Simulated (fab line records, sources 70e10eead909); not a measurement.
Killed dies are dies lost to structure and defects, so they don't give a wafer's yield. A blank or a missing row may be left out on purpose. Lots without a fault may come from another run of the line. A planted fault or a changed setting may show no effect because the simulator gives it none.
A struck lot beside a sound one | flow nand_harc | 15 steps out of a route of 1302
Sound: wafers L815.1, L815.5, L815.6. Struck: wafers L817.1, L817.2, L817.6. The cause comes at the end.
At each step with rows: each side's tool, then ch and its chambers, then its first start. Under that, the readings that differ: sound wafers | struck wafers | difference of the means | sigmas: that difference in standard deviations of wafers without a fault.
alike: readings whose means differ by less than 2 such deviations, and words and numbers that are the same on both sides. not compared: withheld readings, readings that some wafer has no value for, bounds like >300 that may hide the same value, and numbers for which the record gives no deviation and whose values overlap.
The two part at a step that has a row with sigmas, a row that says differs or no value, or rows on one side only. Numbers that don't overlap but have no deviation are shown without sigmas and don't part them. A reading that every wafer of one side lacks parts them only if that side has two wafers or more.

NHARC_A_CONTACT_CD_MEAS_08: target cd 200 nm.
  sound on cd_sem-02 ch 0, day 27 22:20; struck on cd_sem-02 ch 0, day 29 03:02
  alike: cd_nm
NHARC_A_CONTACT_OVL_MEAS_09:
  sound on overlay-01, day 27 22:25; struck on overlay-02, day 29 03:07
  reading           | sound          | struck      | difference | sigmas
  overlay_x_nm (nm) | 2.2 2.1 2.1    | 0.0 0.3 0.5 | -1.9       | -2
  overlay_y_nm (nm) | -1.8 -1.0 -0.9 | 0.8 1.1 1.1 | +2.2       | +3
NHARC_A_CONTACT_INSPECT_10:
  sound on defect_inspect-01, day 27 22:27; struck on defect_inspect-01, day 29 03:10
  alike: raw_defect_count
NHARC_A_CONTACT_DESCUM_13: chemistry O2, time 3 s.
  sound on rie_diel-13 ch 0,1, day 27 22:31; struck on rie_diel-10 ch 0,2,3, day 29 03:14
  alike: drypump_motor_current_A, o2_flow_sccm, oes_product_au, rf_vpp_V, showerhead_plenum_p_Torr, throttle_valve_pct
  not compared: rf_hours_counter_h
NHARC_A_CONTACT_ETCH_88: etches the open film in CF4, target depth 39 nm, time 65 s.
  sound on rie_diel-13 ch 1,2,3, day 27 22:37; struck on rie_diel-10 ch 1,2, day 29 03:18
  reading      | sound             | struck            | difference | sigmas
  rf_vpp_V (V) | 150.6 148.5 148.9 | 150.6 153.5 152.5 | +2.9       | +2
  alike: bias_w, cf4_flow_sccm, drypump_motor_current_A, oes_product_au, rf_fwd_power_W, showerhead_plenum_p_Torr, throttle_valve_pct
  not compared: rf_hours_counter_h
then, 1 step without rows for these wafers: NHARC_A_CONTACT_ETCH_89 (etches the open film in N2/H2, target depth 260 nm, time 475.3 s).
NHARC_A_CONTACT_ETCH_30: etches the open film in CF4/CHF3, target depth 72.6 nm, time 36.3 s.
  sound on rie_diel-13 ch 0,3; struck on rie_diel-10 ch 0,1,3
  alike: bias_w, cf4_flow_sccm, drypump_motor_current_A, oes_product_au, rf_fwd_power_W, rf_vpp_V, showerhead_plenum_p_Torr, throttle_valve_pct
  not compared: rf_hours_counter_h
then, 1 step without rows for these wafers: NHARC_A_CONTACT_ETCH_31 (etches the open film in O2/COS, target depth 2800 nm, time 728 s).
NHARC_A_CONTACT_ETCH_134: etches the open film in C4F8/O2/Ar, time 140 s, target depth 700 nm.
  sound on har_cap_etch-02 ch 0,1, day 27 23:38; struck on har_cap_etch-02 ch 0,1, day 29 04:21
  alike: chamber_pressure_mTorr, oes_air_line_au
  not compared: rf_hours_counter_h
NHARC_A_CONTACT_ETCH_135: etches the open film in C4F8/O2/Ar, time 311 s, target depth 1912 nm.
  sound on har_cap_etch-02 ch 0,1, day 27 23:49; struck on har_cap_etch-02 ch 0,1, day 29 04:33
  alike: chamber_pressure_mTorr, oes_air_line_au
  not compared: rf_hours_counter_h
then, 2 steps without rows for these wafers: NHARC_A_CONTACT_ETCH_136 (etches the open film in C4F8/O2/Ar, time 311 s, target depth 1912 nm); NHARC_A_CONTACT_ETCH_137 (etches the open film in C4F8/O2/Ar, time 311 s, target depth 1912 nm).
NHARC_A_CONTACT_ETCH_138: etches the open film in C4F8/O2/Ar, time 311 s, target depth 1914 nm.
  sound on har_cap_etch-02 ch 0,1, day 28 00:38; struck on har_cap_etch-02 ch 0,1, day 29 05:22
  no value came back on the struck wafers for chamber_pressure_mTorr (mTorr), oes_air_line_au (a.u.); on the sound wafers chamber_pressure_mTorr (mTorr) reads 19.981 20.041 20.009
  not compared: rf_hours_counter_h
then, 1 step without rows for these wafers: NHARC_A_CONTACT_ETCH_139 (etches the open film in C4F8/O2/Ar, time 195 s, target depth 840 nm).
NHARC_END_SORT_01:
  the record has rows for the struck wafers here (prober-01 ch 0, day 31 04:07) and none for the sound ones

WHERE THEY PART
First at NHARC_A_CONTACT_OVL_MEAS_09; last, within this record, at NHARC_END_SORT_01.

WHY: what the simulator had put in
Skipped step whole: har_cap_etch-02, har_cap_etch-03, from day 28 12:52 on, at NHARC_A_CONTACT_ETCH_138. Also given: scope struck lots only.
